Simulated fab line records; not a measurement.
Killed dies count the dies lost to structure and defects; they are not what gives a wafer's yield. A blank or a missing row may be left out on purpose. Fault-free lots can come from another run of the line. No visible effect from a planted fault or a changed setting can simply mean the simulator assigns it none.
fab line records	flow n5_finfet
record lots=11	wafers=33	last_day=17
route steps=1938 shown BEOL_M10@1473
lots with no fault: from the same line, run without faults
start_h: the number of hours between the record's first day and the start of the first shown wafer of the lot	wait_h: time in hours since the lot's previous step	" as in the row above	L1.1+2: a row that stands for several wafers	- no value present, or no start provided	* or withheld: withheld	< > ~ a bound
route shown NAME@n: NAME is a module with steps in the file, n the number in the route of the first one	usual: mean and standard deviation over wafers with no fault	same: alike in all rows	chamber/n: place in a boat	sites: per-site readings	_std_site: standard deviation across them	_edge_site: mean of outer sites minus mean of inner sites	radius_mm: for every site, how far away it sits from the centre of the wafer	mask NAME#n: copy n	behind: the last tool/chamber to shape the wafer	hold: reason for holding the lot/hours on hold/outcome of the hold	device: names the non-switching transistor (n, p or np)	end of line: the same wafers' tests at the end of the route	where a step has no rows: the recipe by itself	killed: the dies lost at the first sort to structure and to defects; this is not the yield of the wafer	map: shows each die of a wafer: x if killed, . if not, _ if none is there
set.NAME: the setting that was run; set.NAME@STEP: the one run at that earlier step	model.NAME: the simulator's own value behind a step, which no gauge read
one table for each step of the route and one row for each wafer, over a sample of lots
services: from which hour (start_h, from the record's first day; less than 0 if before it) a tool's chamber was out of use, for how many hours, and why
## steps
# step N5_BEOL_M10_PECVD_70
# recipe material=SiO2	target_thk_a=200	temp_c=400	precursor=TEOS/O2	pressure_torr=5.5	rf_w=450	teos_flow_sccm=53.8	gas=O2	flow_sccm=3000	time_s=22.7
# usual heater_power_w=722/110	rf_fwd_power_W=445.0/1.8	showerhead_plenum_p_Torr=8.79/0.051	throttle_valve_pct=22.9/1.6
lot.wafer	tool	chamber	start_h	wait_h	heater_power_w	rf_fwd_power_W	showerhead_plenum_p_Torr	throttle_valve_pct
L452.2	pecvd-01	1	245.30	0.0	923	446.3	8.78	25.5
L452.5	"	1	"	"	907	445.4	8.77	25.4
L452.6	"	0	"	"	864	446.2	8.72	22.3
L456.1	pecvd-01	0	245.57	0.0	859	446.9	8.73	22.3
L456.5	"	1	"	"	873	446.9	8.80	25.3
L456.6	"	2	"	"	669	442.1	8.76	21.4
L455.3	pecvd-04	0	247.05	0.0	532	446.0	8.83	24.6
L455.4	"	0	"	"	526	448.0	8.81	24.4
L455.5	"	1	"	"	869	447.1	8.85	24.0
L453.1	pecvd-01	1	254.32	0.0	742	442.8	8.78	25.2
L453.5	"	0	"	"	797	447.0	8.75	22.2
L453.6	"	2	"	"	722	442.5	8.79	21.2
L460.2	pecvd-04	0	294.08	0.0	497	446.6	8.77	24.8
L460.3	"	0	"	"	497	446.2	8.79	24.7
L460.4	"	2	"	"	551	445.0	8.78	20.8
L462.4	pecvd-03	0	294.32	0.1	736	443.9	8.74	22.8
L462.5	"	1	"	"	688	445.4	8.91	21.0
L462.6	"	2	"	"	651	447.0	8.81	22.6
L464.1	pecvd-03	2	304.48	0.0	712	445.3	8.84	22.7
L464.3	"	1	"	"	780	443.7	8.91	21.0
L464.4	"	1	"	"	765	443.3	8.92	21.0
L468.3	pecvd-01	0	319.41	0.0	732	445.6	8.76	22.5
L468.4	"	2	"	"	698	442.6	8.74	21.5
L468.5	"	1	"	"	819	444.0	8.76	25.5
L467.4	pecvd-04	2	330.57	0.1	529	442.8	8.80	21.0
L467.5	"	0	"	"	523	445.1	8.81	25.0
L467.6	"	1	"	"	848	444.2	8.84	24.2
L472.3	pecvd-04	2	361.94	0.0	614	444.5	8.79	20.7
L472.4	"	1	"	"	879	444.1	8.86	24.2
L472.6	"	2	"	"	621	442.2	8.79	21.1
L470.1	pecvd-03	2	362.45	0.0	648	445.6	8.80	23.0
L470.3	"	1	"	"	697	444.3	8.94	21.2
L470.4	"	2	"	"	630	445.7	8.84	22.8
# step N5_BEOL_M10_COAT_05
# recipe resist=CAR-ArF	spin_rpm=1500	resist_thk_nm=90
# usual chill_plate_temp_C=22.98/0.097	spin_speed_rpm=1500.2/1
lot.wafer	tool	chamber	start_h	wait_h	chill_plate_temp_C	spin_speed_rpm
L452.2	litho_track-05	0	247.09	-	22.79	1499.4
L452.5	"	0	"	"	22.84	1498.8
L452.6	"	0	"	"	22.97	1498.5
L456.1	litho_track-02	0	247.19	-	22.96	1499.7
L456.5	"	0	"	"	22.95	1498.6
L456.6	"	0	"	"	22.99	1499.9
L455.3	litho_track-01	0	247.57	-	23.01	1499.9
L455.4	"	0	"	"	23.13	1500.1
L455.5	"	0	"	"	22.98	1500.2
L453.1	litho_track-01	0	256.84	-	23.03	1498.2
L453.5	"	0	"	"	22.99	1500.5
L453.6	"	0	"	"	22.91	1499.9
L460.2	litho_track-01	0	296.05	-	23.11	1499.7
L460.3	"	0	"	"	22.96	1500.8
L460.4	"	0	"	"	23.10	1501.3
L462.4	litho_track-01	0	296.79	-	23.15	1498.2
L462.5	"	0	"	"	22.99	1500.9
L462.6	"	0	"	"	22.98	1500.5
L464.1	litho_track-01	0	305.79	-	23.02	1348.5
L464.3	"	0	"	"	22.85	1348.6
L464.4	"	0	"	"	23.05	1347.5
L468.3	litho_track-05	0	320.70	-	22.88	1501.0
L468.4	"	0	"	"	23.12	1501.9
L468.5	"	0	"	"	22.92	1501.6
L467.4	litho_track-01	0	331.16	-	23.05	1350.2
L467.5	"	0	"	"	22.97	1346.6
L467.6	"	0	"	"	22.93	1346.9
L472.3	litho_track-05	0	364.02	-	22.89	1502.2
L472.4	"	0	"	"	22.92	1501.0
L472.6	"	0	"	"	22.90	1501.9
L470.1	litho_track-02	0	364.27	-	22.96	1499.5
L470.3	"	0	"	"	23.02	1499.6
L470.4	"	0	"	"	23.20	1499.9
# step N5_BEOL_M10_CD_MEAS_11
# recipe target_cd_nm=64.1	landing_energy_ev=500	detector=se_inlens	polarity=opening
# usual cd_nm=64.5/0.56
lot.wafer	tool	chamber	start_h	wait_h	cd_nm
L452.2	cd_sem-02	0	247.33	-	64.1
L452.5	"	0	"	"	65.0
L452.6	"	0	"	"	64.5
L456.1	cd_sem-02	0	247.56	-	64.6
L456.5	"	0	"	"	64.7
L456.6	"	0	"	"	63.7
L455.3	cd_sem-03	0	247.94	-	65.3
L455.4	"	0	"	"	65.4
L455.5	"	0	"	"	64.5
L453.1	cd_sem-03	0	257.20	-	64.6
L453.5	"	0	"	"	63.9
L453.6	"	0	"	"	65.0
L460.2	cd_sem-02	0	296.42	-	64.3
L460.3	"	0	"	"	64.6
L460.4	"	0	"	"	65.1
L462.4	cd_sem-01	0	297.16	-	64.3
L462.5	"	0	"	"	64.4
L462.6	"	0	"	"	64.2
L464.1	cd_sem-01	0	306.16	-	64.6
L464.3	"	0	"	"	64.3
L464.4	"	0	"	"	64.6
L468.3	cd_sem-03	0	320.94	-	64.2
L468.4	"	0	"	"	63.6
L468.5	"	0	"	"	64.1
L467.4	cd_sem-03	0	332.60	-	63.6
L467.5	"	0	"	"	64.4
L467.6	"	0	"	"	64.1
L472.3	cd_sem-03	0	364.26	-	65.2
L472.4	"	0	"	"	65.0
L472.6	"	0	"	"	65.3
L470.1	cd_sem-01	0	364.63	-	64.2
L470.3	"	0	"	"	64.8
L470.4	"	0	"	"	63.9
# step N5_BEOL_M10_ETCH_61
# recipe chemistry=CF4	target=SiARC	target_depth_a=390	mask_material=CAR-ArF	time_s=65	ion_energy_ev=80	pressure_mtorr=40	source_w=545	bias_w=36	Ar_flow_sccm=100	cf4_flow_sccm=100	ends=cleared
# usual drypump_motor_current_A=5.8/0.51	etch_rf_on_time_s=64.1/1.7	mfc_ar_sccm=100.05/0.29	oes_product_au=0.65/0.063	rf_fwd_power_W=537/3.2	rf_vpp_V=183.7/1.2	showerhead_plenum_p_Torr=2.11/0.072	throttle_valve_pct=15.72/0.21
lot.wafer	tool	chamber	start_h	wait_h	drypump_motor_current_A	etch_rf_on_time_s	mfc_ar_sccm	oes_product_au	rf_fwd_power_W	rf_hours_counter_h	rf_vpp_V	showerhead_plenum_p_Torr	throttle_valve_pct
L452.2	rie_diel-06	0	247.46	0.0	6.5	65.6	99.77	0.82	538	9	183.9	2.10	15.29
L452.5	"	1	"	"	5.6	64.1	100.72	0.62	541	-	182.1	1.96	15.88
L452.6	"	3	"	"	5.1	63.6	99.98	0.74	544	-	183.5	2.09	15.41
L456.1	rie_diel-05	1	247.68	0.0	6.1	61.9	100.45	0.62	532	224	181.9	2.02	15.99
L456.5	"	3	"	"	5.4	61.8	99.94	0.64	540	-	183.7	2.12	15.63
L456.6	"	2	"	"	6.5	63.6	99.97	0.66	534	-	185.4	2.13	15.57
L455.3	rie_diel-04	2	248.06	0.0	4.9	68.8	99.59	0.58	539	229	184.1	2.20	15.78
L455.4	"	3	"	"	4.9	64.1	99.86	0.60	539	184	183.2	2.05	15.87
L455.5	"	0	"	"	6.1	64.0	99.81	0.63	538	-	185.6	2.23	15.79
L453.1	rie_diel-05	0	257.32	0.0	5.7	66.1	99.69	0.62	537	212	183.0	2.11	15.97
L453.5	"	3	"	"	5.4	61.8	99.70	0.64	544	-	184.0	2.12	15.65
L453.6	"	2	"	"	6.5	64.1	99.54	0.67	531	-	183.3	2.13	15.57
L460.2	rie_diel-05	3	296.54	0.0	5.4	61.9	99.80	0.63	540	210	183.6	2.11	15.68
L460.3	"	0	"	"	5.7	65.7	99.76	0.60	543	226	184.1	2.10	15.97
L460.4	"	1	"	"	6.1	62.2	100.20	0.61	533	237	182.1	2.02	16.01
L462.4	rie_diel-05	3	297.28	0.0	5.4	61.9	100.70	0.64	542	211	183.2	2.11	15.67
L462.5	"	2	"	"	6.5	64.7	99.94	0.65	534	-	184.2	2.12	15.61
L462.6	"	3	"	"	5.4	61.7	100.14	0.63	538	-	182.4	2.11	15.68
L464.1	rie_diel-05	3	306.36	0.0	5.4	62.0	100.20	0.63	541	213	183.8	2.11	15.68
L464.3	"	1	"	"	6.1	62.8	99.68	0.60	535	240	184.7	2.02	16.01
L464.4	"	0	"	"	5.7	66.6	99.73	0.59	535	229	183.2	2.10	15.98
L468.3	rie_diel-05	0	321.06	0.0	5.8	66.6	99.76	0.60	538	235	184.8	2.10	15.99
L468.4	"	3	"	"	5.4	62.2	100.10	0.63	540	219	184.9	2.11	15.69
L468.5	"	1	"	"	6.1	62.5	99.99	0.60	534	-	183.1	2.01	16.03
L467.4	rie_diel-06	2	334.00	0.0	5.6	63.3	99.90	0.71	541	74	184.0	2.16	15.43
L467.5	"	1	"	"	5.6	64.7	99.53	0.59	539	-	183.2	1.95	15.93
L467.6	"	0	"	"	6.4	65.9	99.98	0.77	543	-	184.0	2.09	15.33
L472.3	rie_diel-05	3	364.46	0.0	5.4	61.6	99.66	0.62	545	241	182.8	2.10	15.73
L472.4	"	2	"	"	6.5	65.3	99.91	0.62	534	-	183.8	2.11	15.66
L472.6	"	3	"	"	5.4	62.2	100.01	0.62	543	-	185.1	2.10	15.73
L470.1	rie_diel-06	1	364.94	0.0	5.6	64.9	100.16	0.58	538	249	180.3	1.95	15.95
L470.3	"	3	"	"	5.1	64.3	100.19	0.70	540	76	183.3	2.08	15.47
L470.4	"	0	"	"	6.4	66.1	100.15	0.74	540	50	182.7	2.09	15.37
## services
tool	chamber	start_h	hours	kind
rie_diel-06	-	226.50	4.3	pm
litho_track-01	-	238.30	-	consumable_replace:filter
rie_diel-06	2	244.62	10.0	repair
rie_diel-05	1	249.20	16.5	repair
pecvd-01	2	259.72	5.5	scheduled_down
pecvd-03	0	262.20	2.1	scheduled_down
pecvd-04	-	275.15	6.0	pm
rie_diel-04	3	277.18	5.2	repair
pecvd-01	1	290.76	2.1	scheduled_down
pecvd-04	1	292.53	5.5	scheduled_down
pecvd-03	-	311.16	3.1	repair
pecvd-01	1	320.58	8.3	repair
rie_diel-05	1	327.80	-	clean
rie_diel-05	1	327.80	-	consumable_replace:focus_ring
rie_diel-05	1	327.80	-	consumable_replace:showerhead
rie_diel-05	1	327.80	14.5	scheduled_down
rie_diel-05	1	327.80	14.5	vent_cycle
rie_diel-04	-	328.49	15.6	pm
pecvd-01	0	329.59	2.1	scheduled_down
rie_diel-05	0	347.40	-	clean
rie_diel-05	0	347.40	-	consumable_replace:focus_ring
rie_diel-05	0	347.40	19.4	scheduled_down
rie_diel-05	0	347.40	19.4	vent_cycle
pecvd-04	-	357.43	0.9	repair
## key
first_sign step=N5_BEOL_M10_COAT_05	reading=spin_speed_rpm	direction=down	sigmas=99+	usual=*	struck=*
effect none on later readings
met_at N5_BEOL_M10_COAT_05
struck_lots L464,L467
not_acting_at N5_BEOL_M10_PECVD_70,N5_BEOL_M10_CD_MEAS_11,N5_BEOL_M10_ETCH_61
onset_between 296.79 305.79
fault kind=process_parameter_drift	tool=litho_track-01	chamber=-	onset_h=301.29	steps=N5_BEOL_M10_COAT_05	channel=spin_rpm	offset=*	shape=step	end_h=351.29	acts_in=*	stated=*
